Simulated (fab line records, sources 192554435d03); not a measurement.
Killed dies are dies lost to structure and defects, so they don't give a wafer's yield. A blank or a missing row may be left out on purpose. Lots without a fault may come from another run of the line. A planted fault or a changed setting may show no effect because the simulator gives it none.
A struck lot beside a sound one | flow n5_finfet | 40 steps out of a route of 1938
Sound: wafers L332.1, L332.4, L332.6. Struck: wafers L325.1, L325.3, L325.6. The cause comes at the end.
At each step with rows: each side's tool, then ch and its chambers, then its first start. Under that, the readings that differ: sound wafers | struck wafers | difference of the means | sigmas: that difference in standard deviations of wafers without a fault.
alike: readings whose means differ by less than 2 such deviations, and words and numbers that are the same on both sides. not compared: withheld readings, readings that some wafer has no value for, bounds like >300 that may hide the same value, and numbers for which the record gives no deviation and whose values overlap.
The two part at a step that has a row with sigmas, a row that says differs or no value, or rows on one side only. Numbers that don't overlap but have no deviation are shown without sigmas and don't part them. A reading that every wafer of one side lacks parts them only if that side has two wafers or more.

first, 12 steps without rows for these wafers: N5_MOL_CONTACT_COAG_PRECLEAN_111 (cleans in NF3:NH3, afs cycles 1, time 20 s, sublimation time 60 s); N5_MOL_CONTACT_COAG_TI_SIL_19 (material Ti, target thk 4.2 nm, time 15 s); N5_MOL_CONTACT_COAG_ALD_20 (deposits TiN, target thk 1.5 nm, pulse time 1 s, purge time 3 s); N5_MOL_CONTACT_COAG_SIL_ANNEAL_21 (time 60 s); N5_MOL_CONTACT_COAG_PRE_CLEAN_141 (time 60 s); N5_MOL_CONTACT_COAG_SPUTTER_143 (material Co, target thk 2.5 nm); N5_MOL_CONTACT_COAG_CO_FILL_22 (material Co, precursor CCTBA/H2, target thk 20 nm); N5_MOL_CONTACT_COAG_ANNEAL_113 (time 300 s); N5_MOL_CONTACT_COAG_PRE_CLEAN_142 (time 60 s); N5_MOL_CONTACT_COAG_SPUTTER_130 (material Co, target thk 47.5 nm); N5_MOL_CONTACT_COAG_PRECLEAN_125 (cleans in DIW, time 57.5 s); N5_MOL_CONTACT_COAG_SRD_126 (dry time 32 s).
N5_MOL_CONTACT_COAG_CMP_23: polishes, stops on SiO2, t overpolish 1.5 s, target thk 0 nm.
  sound on cmp-02 ch 0,1,3, day 10 11:38; struck on cmp-02 ch 2,3, day 8 19:25
  no value came back on the struck wafers for any of 5 readings (edge_zone_pressure_frac, head_pressure_psi (psi) and others); on the sound wafers edge_zone_pressure_frac reads 0.995 0.995 1.008
  reading                                              | sound          | struck         | difference | sigmas
  model.Co_of_MOL_CONTACT_COAG_SPUTTER_130.thk_nm (nm) | 0 0 0          | 47.2 47 46.8   | +47.0      |
  model.SiNx_of_GATE_CUT_SAC_CAP_01.thk_nm (nm)        | 18.2 18.4 18.4 | 20.4 20.4 20.4 | +2.1       |
then, 3 steps without rows for these wafers: N5_MOL_CONTACT_COAG_WET_ETCH_26 (target Co, target depth 13 nm); N5_MOL_CONTACT_COAG_WET_ETCH_116 (etches the open film in SC1-inhibited, target depth 4.6 nm, rinse time 30 s); N5_MOL_CONTACT_COAG_ALD_27 (deposits SiOC, target thk 17 nm, pulse time 1.5 s, time 2720 s).
N5_MOL_CONTACT_COAG_CMP_28: polishes, stops on SiNx, t overpolish 0.85 s, target thk 14.522 nm.
  sound on cmp-02 ch 0,3, day 10 14:02; struck on cmp-03 ch 0,2, day 8 21:49
  reading                                       | sound    | struck   | difference | sigmas
  model.SiNx_of_GATE_CUT_SAC_CAP_01.thk_nm (nm) | 18 18 18 | 20 20 20 | +2         |
  alike: edge_zone_pressure_frac, head_pressure_psi, motor_current_A
N5_MOL_CONTACT_COAG_THK_MEAS_29:
  sound on film_metro-02, day 10 14:17; struck on film_metro-01, day 8 22:07
  reading         | sound             | struck            | difference | sigmas
  MD_CAP_THK (nm) | 17.93 17.95 17.95 | 19.96 20.04 20.03 | +2.07      | +27
then, 19 steps without rows for these wafers: N5_MOL_CONTACT_COAG_ALD_123 (deposits SiNx, target thk 5 nm, pulse time 1 s, purge time 2 s); N5_MOL_CONTACT_COAG_PECVD_31 (deposits SiO2 from TEOS/O2, target thk 46 nm, time 8.9 s); N5_MOL_CONTACT_COAG_COAT_75 (time 60 s, resist thk 60 nm); N5_MOL_CONTACT_COAG_COAT_76 (time 60 s, resist thk 10 nm); N5_MOL_CONTACT_COAG_COAT_77 (time 60 s, resist thk 10 nm); N5_MOL_CONTACT_COAG_COAT_78 (resist thk 40 nm); N5_MOL_CONTACT_COAG_EBR_80; N5_MOL_CONTACT_COAG_SOFTBAKE_79 (time 60 s); N5_MOL_CONTACT_COAG_EXPOSE_81 (exposes mask VG, defocus 0 nm); N5_MOL_CONTACT_COAG_PEB_82 (peb time 60 s); N5_MOL_CONTACT_COAG_DEVELOP_83 (develop time 30 s); N5_MOL_CONTACT_COAG_DESCUM_88 (chemistry O2, time 7 s); N5_MOL_CONTACT_COAG_ETCH_89 (etches underlayer in N2/H2, target depth 13 nm, time 10.4 s); N5_MOL_CONTACT_COAG_ETCH_90 (etches SiARC in CF4, target depth 13 nm, time 21.7 s); N5_MOL_CONTACT_COAG_ALD_131 (deposits SiO2, target thk 5 nm, pulse time 1 s, co reactant pulse time 1 s); N5_MOL_CONTACT_COAG_ETCHBACK_132 (etches SiO2 in CHF3, target depth 10 nm, time 6.7 s); N5_MOL_CONTACT_COAG_ETCH_91 (etches SOC in N2/H2, target depth 60 nm, overetch 21 nm, time 101.2 s); N5_MOL_CONTACT_COAG_STRIP_92 (strips in N2/H2); N5_MOL_CONTACT_COAG_STRIP_93 (strips in N2/H2).
N5_MOL_CONTACT_COAG_ETCH_47: etches SiNx in CH3F/O2, stops on W, target depth 27 nm.
  sound on rie_diel-04 ch 0,3, day 10 16:08; struck on rie_diel-04 ch 0,3, day 9 00:22
  reading                                      | sound             | struck            | difference | sigmas
  etch_rf_on_time_s (s)                        | 31.0 32.2 31.3    | 34.6 35.3 35.3    | +3.6       | +5
  model.etch.t_clear_s (s)                     | 25.83 26.85 26.06 | 28.87 29.43 29.39 | +2.98      |
  model.MOL_CONTACT_COAG.feature_depth_nm (nm) | 18.6 18.6 18.6    | 20.6 20.6 20.8    | +2.1       |
  model.etch.depth_nm (nm)                     | 17.93 17.97 18    | 19.99 20.02 20.05 | +2.05      |
  alike: O2_flow_sccm, drypump_motor_current_A, oes_product_au, rf_vpp_V, showerhead_plenum_p_Torr, throttle_valve_pct
  not compared: rf_hours_counter_h
N5_BEOL_M4_RC_MEAS_101:
  the record has rows for the sound wafers here (prober-02 ch 0, day 15 01:38) and none for the struck ones
-- the record jumps here: 8 days lie between the struck wafers' starts before and after (it left off in module BEOL_M4 and takes up again in module PASSIVATION, whose first step shown is number 1936 of the route) --
N5_PASSIVATION_PROBE_49:
  sound on prober-01, day 19 23:17; struck on prober-01, day 17 10:00
  reading            | sound       | struck         | difference | sigmas
  killed_at_contacts | 11 8 19     | 1081 1073 1090 | +1069      | +99 or more
  killed_dies        | 125 119 145 | 1180 1180 1180 | +1050      | +62
  killed_on_rim      | 11 18 18    | 152 152 152    | +136       | +33
  alike: killed_at_M0_to_M3, killed_at_M4_up, killed_at_front_end, killed_at_other, killed_open, killed_short

WHERE THEY PART
First at N5_MOL_CONTACT_COAG_CMP_23; last, within this record, at N5_PASSIVATION_PROBE_49.

WHY: what the simulator had put in
Skipped step whole: cmp-02, from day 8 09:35 on, at N5_MOL_CONTACT_COAG_CMP_23. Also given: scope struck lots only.
